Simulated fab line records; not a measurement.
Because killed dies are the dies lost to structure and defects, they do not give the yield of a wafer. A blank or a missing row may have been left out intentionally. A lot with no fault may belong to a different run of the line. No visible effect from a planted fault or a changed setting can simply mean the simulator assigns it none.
Split-lot experiment || flow n5 finfet || route with 1938 steps; 7 lots, 39 wafers read

## THE SPLIT
At N5_PASSIVATION_PASS_ETCH_47 (etches SiNx in CF4/O2, target depth 770 nm, time 385 s), the setting time s was moved away from the recipe's 385 s on 15 of the 39 wafers read, by -44.6% to +44.2%. For the rest of the wafers, this setting stayed at what the recipe calls for.

Reading taken at the split's own step.

## THE READING
etch.depth nm (the simulator's own value, which no gauge read), in nm, at N5_PASSIVATION_PASS_ETCH_47 (etches SiNx in CF4/O2, target depth 770 nm, time 385 s). The file gives no usual value for it. Average 761.8 nm, standard deviation 28 nm, over the 24 wafers here run with the recipe.

{"wafer": "L074.1", "tool, chamber at the split": "rie diel-05, 1", "time s as run, s": 385, "against the recipe": "recipe", "etch.depth nm, nm": 803.4, "against lot-mates on the recipe": "-"}
{"wafer": "L074.2", "tool, chamber at the split": "rie diel-05, 3", "time s as run, s": 385, "against the recipe": "recipe", "etch.depth nm, nm": 739.6, "against lot-mates on the recipe": "-"}
{"wafer": "L074.3", "tool, chamber at the split": "rie diel-05, 2", "time s as run, s": 385, "against the recipe": "recipe", "etch.depth nm, nm": 736.2, "against lot-mates on the recipe": "-"}
{"wafer": "L074.4", "tool, chamber at the split": "rie diel-05, 3", "time s as run, s": 385, "against the recipe": "recipe", "etch.depth nm, nm": 742.1, "against lot-mates on the recipe": "-"}
{"wafer": "L074.5", "tool, chamber at the split": "rie diel-05, 1", "time s as run, s": 385, "against the recipe": "recipe", "etch.depth nm, nm": 804.8, "against lot-mates on the recipe": "-"}
{"wafer": "L074.6", "tool, chamber at the split": "rie diel-05, 2", "time s as run, s": 385, "against the recipe": "recipe", "etch.depth nm, nm": 743.1, "against lot-mates on the recipe": "-"}
{"wafer": "L078.3", "tool, chamber at the split": "rie diel-05, 1", "time s as run, s": 385, "against the recipe": "recipe", "etch.depth nm, nm": 803.1, "against lot-mates on the recipe": "-"}
{"wafer": "L078.5", "tool, chamber at the split": "rie diel-05, 0", "time s as run, s": 385, "against the recipe": "recipe", "etch.depth nm, nm": 751, "against lot-mates on the recipe": "-"}
{"wafer": "L078.6", "tool, chamber at the split": "rie diel-05, 3", "time s as run, s": 385, "against the recipe": "recipe", "etch.depth nm, nm": 728.8, "against lot-mates on the recipe": "-"}
{"wafer": "L079.1", "tool, chamber at the split": "rie diel-05, 0", "time s as run, s": 385, "against the recipe": "recipe", "etch.depth nm, nm": 743.5, "against lot-mates on the recipe": "-"}
{"wafer": "L079.2", "tool, chamber at the split": "rie diel-05, 1", "time s as run, s": 385, "against the recipe": "recipe", "etch.depth nm, nm": 790.5, "against lot-mates on the recipe": "-"}
{"wafer": "L079.3", "tool, chamber at the split": "rie diel-05, 2", "time s as run, s": 213.4, "against the recipe": "-44.6%", "etch.depth nm, nm": 404.2, "against lot-mates on the recipe": -349.6}
{"wafer": "L079.4", "tool, chamber at the split": "rie diel-05, 3", "time s as run, s": 213.4, "against the recipe": "-44.6%", "etch.depth nm, nm": 408, "against lot-mates on the recipe": -345.8}
{"wafer": "L079.5", "tool, chamber at the split": "rie diel-05, 2", "time s as run, s": 385, "against the recipe": "recipe", "etch.depth nm, nm": 727.4, "against lot-mates on the recipe": "-"}
{"wafer": "L079.6", "tool, chamber at the split": "rie diel-05, 1", "time s as run, s": 213.4, "against the recipe": "-44.6%", "etch.depth nm, nm": 443.4, "against lot-mates on the recipe": -310.4}
{"wafer": "L083.1", "tool, chamber at the split": "rie diel-06, 1", "time s as run, s": 319.4, "against the recipe": "-17.0%", "etch.depth nm, nm": 640.6, "against lot-mates on the recipe": -139.2}
{"wafer": "L083.2", "tool, chamber at the split": "rie diel-06, 3", "time s as run, s": 385, "against the recipe": "recipe", "etch.depth nm, nm": 765.5, "against lot-mates on the recipe": "-"}
{"wafer": "L083.3", "tool, chamber at the split": "rie diel-06, 0", "time s as run, s": 385, "against the recipe": "recipe", "etch.depth nm, nm": 774.5, "against lot-mates on the recipe": "-"}
{"wafer": "L083.4", "tool, chamber at the split": "rie diel-06, 2", "time s as run, s": 385, "against the recipe": "recipe", "etch.depth nm, nm": 799.3, "against lot-mates on the recipe": "-"}
{"wafer": "L083.5", "tool, chamber at the split": "rie diel-06, 2", "time s as run, s": 319.4, "against the recipe": "-17.0%", "etch.depth nm, nm": 661.2, "against lot-mates on the recipe": -118.6}
{"wafer": "L083.6", "tool, chamber at the split": "rie diel-06, 1", "time s as run, s": 319.4, "against the recipe": "-17.0%", "etch.depth nm, nm": 639.8, "against lot-mates on the recipe": -140.0}
{"wafer": "L084.1", "tool, chamber at the split": "rie diel-06, 3", "time s as run, s": 385, "against the recipe": "recipe", "etch.depth nm, nm": 766.5, "against lot-mates on the recipe": "-"}
{"wafer": "L084.2", "tool, chamber at the split": "rie diel-06, 2", "time s as run, s": 523.9, "against the recipe": "+36.1%", "etch.depth nm, nm": 1071, "against lot-mates on the recipe": "+290.5"}
{"wafer": "L084.3", "tool, chamber at the split": "rie diel-06, 0", "time s as run, s": 385, "against the recipe": "recipe", "etch.depth nm, nm": 778.9, "against lot-mates on the recipe": "-"}
{"wafer": "L084.4", "tool, chamber at the split": "rie diel-06, 1", "time s as run, s": 523.9, "against the recipe": "+36.1%", "etch.depth nm, nm": 1043, "against lot-mates on the recipe": "+262.5"}
{"wafer": "L084.5", "tool, chamber at the split": "rie diel-06, 2", "time s as run, s": 385, "against the recipe": "recipe", "etch.depth nm, nm": 796, "against lot-mates on the recipe": "-"}
{"wafer": "L084.6", "tool, chamber at the split": "rie diel-06, 1", "time s as run, s": 523.9, "against the recipe": "+36.1%", "etch.depth nm, nm": 1057, "against lot-mates on the recipe": "+276.5"}
{"wafer": "L087.1", "tool, chamber at the split": "rie diel-05, 2", "time s as run, s": 385, "against the recipe": "recipe", "etch.depth nm, nm": 720, "against lot-mates on the recipe": "-"}
{"wafer": "L087.2", "tool, chamber at the split": "rie diel-05, 0", "time s as run, s": 385, "against the recipe": "recipe", "etch.depth nm, nm": 741.5, "against lot-mates on the recipe": "-"}
{"wafer": "L087.3", "tool, chamber at the split": "rie diel-05, 3", "time s as run, s": 555, "against the recipe": "+44.2%", "etch.depth nm, nm": 1063, "against lot-mates on the recipe": "+336.4"}
{"wafer": "L087.4", "tool, chamber at the split": "rie diel-05, 1", "time s as run, s": 555, "against the recipe": "+44.2%", "etch.depth nm, nm": 1124, "against lot-mates on the recipe": "+397.4"}
{"wafer": "L087.5", "tool, chamber at the split": "rie diel-05, 2", "time s as run, s": 385, "against the recipe": "recipe", "etch.depth nm, nm": 718.3, "against lot-mates on the recipe": "-"}
{"wafer": "L087.6", "tool, chamber at the split": "rie diel-05, 3", "time s as run, s": 555, "against the recipe": "+44.2%", "etch.depth nm, nm": 1062, "against lot-mates on the recipe": "+335.4"}
{"wafer": "L088.1", "tool, chamber at the split": "rie diel-06, 0", "time s as run, s": 310, "against the recipe": "-19.5%", "etch.depth nm, nm": 614.2, "against lot-mates on the recipe": -155.1}
{"wafer": "L088.2", "tool, chamber at the split": "rie diel-06, 2", "time s as run, s": 385, "against the recipe": "recipe", "etch.depth nm, nm": 781.9, "against lot-mates on the recipe": "-"}
{"wafer": "L088.3", "tool, chamber at the split": "rie diel-06, 3", "time s as run, s": 385, "against the recipe": "recipe", "etch.depth nm, nm": 752.8, "against lot-mates on the recipe": "-"}
{"wafer": "L088.4", "tool, chamber at the split": "rie diel-06, 1", "time s as run, s": 385, "against the recipe": "recipe", "etch.depth nm, nm": 773.3, "against lot-mates on the recipe": "-"}
{"wafer": "L088.5", "tool, chamber at the split": "rie diel-06, 1", "time s as run, s": 310, "against the recipe": "-19.5%", "etch.depth nm, nm": 625.1, "against lot-mates on the recipe": -144.2}
{"wafer": "L088.6", "tool, chamber at the split": "rie diel-06, 0", "time s as run, s": 310, "against the recipe": "-19.5%", "etch.depth nm, nm": 616.5, "against lot-mates on the recipe": -152.8}

THE FIT
A straight line over all 39 wafers: etch.depth nm changes by +7.6 nm for each +1% of time s; r = +0.99; the points scatter about the line by 26 nm.
The same after taking each lot's own level away (the mean of its wafers on the recipe; 39 wafers): +7.76 nm for each +1%; r = +0.99; scatter 22 nm.
The reading moves by 3.5e+02 nm for the largest change in time s, on that fit.
From 726.60 to 780.47 nm: that is the span of the lots' own levels, equal to 1.9 times the standard deviation above.
Hence the lot-to-lot level has little effect on the slope; both slopes agree.
Check: -343 nm against its lot-mates is what the line predicts for one of the wafers moved furthest among these (-44.6%) when that wafer is left out of the fit. Against them it came out at -350 nm.

## THE OTHER SPLITS THESE WAFERS WENT THROUGH
Note: prior to the reading, these wafers also went through further splits. Each is held against what the fit with the lots' levels taken away leaves over:
{"other split on the same wafers": "N5_DUMMY_GATE_ETCH_44 target depth a", "wafers away from the commonest value": 12, "r with etch.depth nm (lot level and that fit taken away)": -0.04}
{"other split on the same wafers": "N5_BEOL_M0_SAQP_ETCH_106 target depth a", "wafers away from the commonest value": 15, "r with etch.depth nm (lot level and that fit taken away)": -0.08}
{"other split on the same wafers": "N5_BEOL_M9_ILD_DEP_00 time s", "wafers away from the commonest value": 12, "r with etch.depth nm (lot level and that fit taken away)": "+0.01"}
{"other split on the same wafers": "N5_BEOL_M11_ILD_DEP_00 target thk a", "wafers away from the commonest value": 15, "r with etch.depth nm (lot level and that fit taken away)": "+0.02"}
{"other split on the same wafers": "N5_BEOL_M12_SPUTTER_44 time s", "wafers away from the commonest value": 15, "r with etch.depth nm (lot level and that fit taken away)": "+0.12"}
{"other split on the same wafers": "N5_MIM_BOT_SPUTTER_00 target thk a", "wafers away from the commonest value": 12, "r with etch.depth nm (lot level and that fit taken away)": -0.02}

## FILE'S OWN FIT
etch.depth nm changes by +7.76 nm for each +1% of time s, r = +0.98.
